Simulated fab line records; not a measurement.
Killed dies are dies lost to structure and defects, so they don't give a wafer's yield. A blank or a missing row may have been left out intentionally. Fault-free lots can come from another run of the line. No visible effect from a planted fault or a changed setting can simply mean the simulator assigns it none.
Which tool was responsible? + flow n5-finfet + Sampling: 12 lots, 36 wafers, 4 of 1938 route steps

## WHAT THE GAUGES READ, wafer by wafer
N5_MIM_TOP_LITHO_CD_MEAS_08: the cd target is 2000 nm. Usual: cd-nm 1999.7 nm, standard deviation 1.7.
| lot  | measured     | on        | cd-nm (nm)           | flag |
|------|--------------|-----------|----------------------|------|
| L695 | day 12 10:10 | cd-sem-02 | 1999.7 1997.5 1999.5 |      |
| L697 | day 12 11:36 | cd-sem-01 | 1999.8 1999.5 2003.6 |      |
| L696 | day 12 14:10 | cd-sem-02 | 1998.0 1997.8 1997.4 |      |
| L698 | day 13 03:08 | cd-sem-02 | 2000.6 1999.6 1999.7 |      |
| L700 | day 13 07:30 | cd-sem-02 | 1999.2 1999.7 1998.5 |      |
| L703 | day 14 20:19 | cd-sem-03 | 1999.0 1999.9 1998.9 |      |
| L706 | day 15 11:13 | cd-sem-02 | 1998.5 2000.0 2000.3 |      |
| L712 | day 16 17:26 | cd-sem-02 | 2001.5 2000.9 2000.4 |      |
| L715 | day 17 07:11 | cd-sem-01 | 2002.0 2000.5 2000.9 |      |
| L717 | day 17 12:07 | cd-sem-02 | 1998.0 1998.5 1995.2 |      |
| L716 | day 17 14:05 | cd-sem-02 | 1998.2 2001.3 2000.8 |      |
| L711 | day 18 07:14 | cd-sem-03 | 1997.9 1999.0 1998.4 |      |

N5_PASSIVATION_CD_MEAS_30: the cd target is 4000 nm. Usual: cd-nm 3999.8 nm, standard deviation 1.5.
| lot  | measured     | on        | cd-nm (nm)           | flag |
|------|--------------|-----------|----------------------|------|
| L695 | day 12 16:32 | cd-sem-03 | 3998.0 4000.8 4000.7 |      |
| L697 | day 12 17:38 | cd-sem-02 | 4000.0 4001.0 3997.8 |      |
| L696 | day 12 20:11 | cd-sem-02 | 3995.5 3999.6 4000.9 |      |
| L698 | day 13 09:25 | cd-sem-02 | 3997.8 3999.5 3998.7 |      |
| L700 | day 13 13:44 | cd-sem-03 | 3999.9 4002.4 4001.9 |      |
| L703 | day 15 02:57 | cd-sem-02 | 3997.9 3998.4 3999.6 |      |
| L706 | day 15 16:06 | cd-sem-02 | 3999.4 3997.2 3998.5 |      |
| L712 | day 16 21:50 | cd-sem-02 | 3999.0 3998.7 3997.6 |      |
| L715 | day 17 11:55 | cd-sem-02 | 3999.1 4001.9 4001.8 |      |
| L717 | day 17 17:18 | cd-sem-01 | 3999.3 3999.9 4000.0 |      |
| L716 | day 17 21:02 | cd-sem-02 | 3998.9 4001.5 3999.9 |      |
| L711 | day 18 12:26 | cd-sem-01 | 4000.6 4000.8 3998.9 |      |

## EACH LOT AND THE TOOL THAT RAN IT (in order: tool; ch and the chambers of the sampled wafers; start)
| lot  | N5_BEOL_M12_PRE_CLEAN_42     | N5_PASSIVATION_ETCH_15                        |
|------|------------------------------|-----------------------------------------------|
| L695 | pvd-sputter-01, day 11 02:09 | rie-diel-06 ch 0,1, day 12 16:32 or earlier   |
| L697 | pvd-sputter-01, day 11 05:04 | rie-diel-05 ch 0,1,2, day 12 17:38 or earlier |
| L696 | pvd-sputter-01, day 11 15:23 | rie-diel-06 ch 1,2,3, day 12 20:11 or earlier |
| L698 | pvd-sputter-02, day 12 05:02 | rie-diel-03 ch 0,2,3, day 13 09:25 or earlier |
| L700 | pvd-sputter-03, day 12 10:32 | rie-diel-03 ch 0,2,3, day 13 13:44 or earlier |
| L703 | pvd-sputter-02, day 13 12:41 | rie-diel-06 ch 0,1, day 15 02:57 or earlier   |
| L706 | pvd-sputter-02, day 14 06:23 | rie-diel-03 ch 2,3, day 15 16:06 or earlier   |
| L712 | pvd-sputter-03, day 15 19:15 | rie-diel-03 ch 1,3, day 16 21:50 or earlier   |
| L715 | pvd-sputter-03, day 16 08:35 | rie-diel-05 ch 0,1,3, day 17 11:55 or earlier |
| L717 | pvd-sputter-02, day 16 13:14 | rie-diel-06 ch 0,3, day 17 17:18 or earlier   |
| L716 | pvd-sputter-02, day 16 13:55 | rie-diel-05 ch 0,1,3, day 17 21:02 or earlier |
| L711 | pvd-sputter-02, day 17 09:41 | rie-diel-03 ch 2,3, day 18 12:26 or earlier   |
- N5_BEOL_M12_PRE_CLEAN_42: time 30 s.
- N5_PASSIVATION_ETCH_15: etches SiCN in CF4/N2, target depth 75 nm, time 81.2 s.

## AS READ BY THE TOOLS THEMSELVES (means over the sampled wafers that have a number; for cases with no such wafer, the mark the record gives instead)
N5_BEOL_M12_PRE_CLEAN_42. Usual: heater-power-w 323 W, standard deviation 37.
| lot  | tool           | heater-power-w (W) | flag |
|------|----------------|--------------------|------|
| L695 | pvd-sputter-01 | 335                |      |
| L697 | pvd-sputter-01 | 305                |      |
| L696 | pvd-sputter-01 | 333                |      |
| L698 | pvd-sputter-02 | 304                |      |
| L700 | pvd-sputter-03 | 297                |      |
| L703 | pvd-sputter-02 | 376                |      |
| L706 | pvd-sputter-02 | 302                |      |
| L712 | pvd-sputter-03 | 319                |      |
| L715 | pvd-sputter-03 | 327                |      |
| L717 | pvd-sputter-02 | 342                |      |
| L716 | pvd-sputter-02 | 304                |      |
| L711 | pvd-sputter-02 | 306                |      |

N5_PASSIVATION_ETCH_15. Usual: drypump-motor-current-A 5.8 A, standard deviation 0.47; oes-product-au 0.79 a.u., standard deviation 0.083; rf-vpp-V 382.7 V, standard deviation 1.9; showerhead-plenum-p-Torr 2.23 Torr, standard deviation 0.075; throttle-valve-pct 15.55 %, standard deviation 0.18.
| lot  | tool        | drypump-motor-current-A (A) | oes-product-au (a.u.) | rf-vpp-V (V) | showerhead-plenum-p-Torr (Torr) | throttle-valve-pct (%) | flag |
|------|-------------|-----------------------------|-----------------------|--------------|---------------------------------|------------------------|------|
| L695 | rie-diel-06 | 6.2                         | 0.78                  | 383.7        | 2.27                            | 15.75                  |      |
| L697 | rie-diel-05 | 5.8                         | 0.79                  | 381.8        | 2.19                            | 15.44                  |      |
| L696 | rie-diel-06 | 5.9                         | 0.82                  | 383.8        | 2.26                            | 15.54                  |      |
| L698 | rie-diel-03 | 5.9                         | 0.73                  | 383.5        | 2.22                            | 15.67                  |      |
| L700 | rie-diel-03 | 5.9                         | 0.72                  | 382.6        | 2.22                            | 15.67                  |      |
| L703 | rie-diel-06 | 6.2                         | 0.76                  | 383.5        | 2.26                            | 15.81                  |      |
| L706 | rie-diel-03 | 5.8                         | 0.77                  | 382.4        | 2.21                            | 15.58                  |      |
| L712 | rie-diel-03 | 5.8                         | 0.68                  | 380.8        | 2.18                            | 15.69                  |      |
| L715 | rie-diel-05 | 5.8                         | 0.78                  | 382.5        | 2.24                            | 15.41                  |      |
| L717 | rie-diel-06 | 5.8                         | 0.80                  | 381.9        | 2.20                            | 15.65                  |      |
| L716 | rie-diel-05 | 5.8                         | 0.78                  | 383.1        | 2.24                            | 15.43                  |      |
| L711 | rie-diel-03 | 5.8                         | 0.74                  | 383.0        | 2.20                            | 15.62                  |      |

## THE ANSWER, worked out from the rows above alone
Rule: lot off if the mean of its wafers having a number is beyond 3 standard deviations from the usual mean. Also off: a lot with no number at a reading for which 4 or more lots have one. All remaining lots with rows at the step are treated as sound. The gauges are gone through in route order, then the tools' own readings, and for those a lot's mean is taken as printed above. The first step at which some lot is off is used, and at that step the reading that is off furthest; a lot without a number counts as furthest.
Across all readings shown, no lot is off: no conclusion can be drawn from this.

## WHAT THE SIMULATOR HAD INSERTED
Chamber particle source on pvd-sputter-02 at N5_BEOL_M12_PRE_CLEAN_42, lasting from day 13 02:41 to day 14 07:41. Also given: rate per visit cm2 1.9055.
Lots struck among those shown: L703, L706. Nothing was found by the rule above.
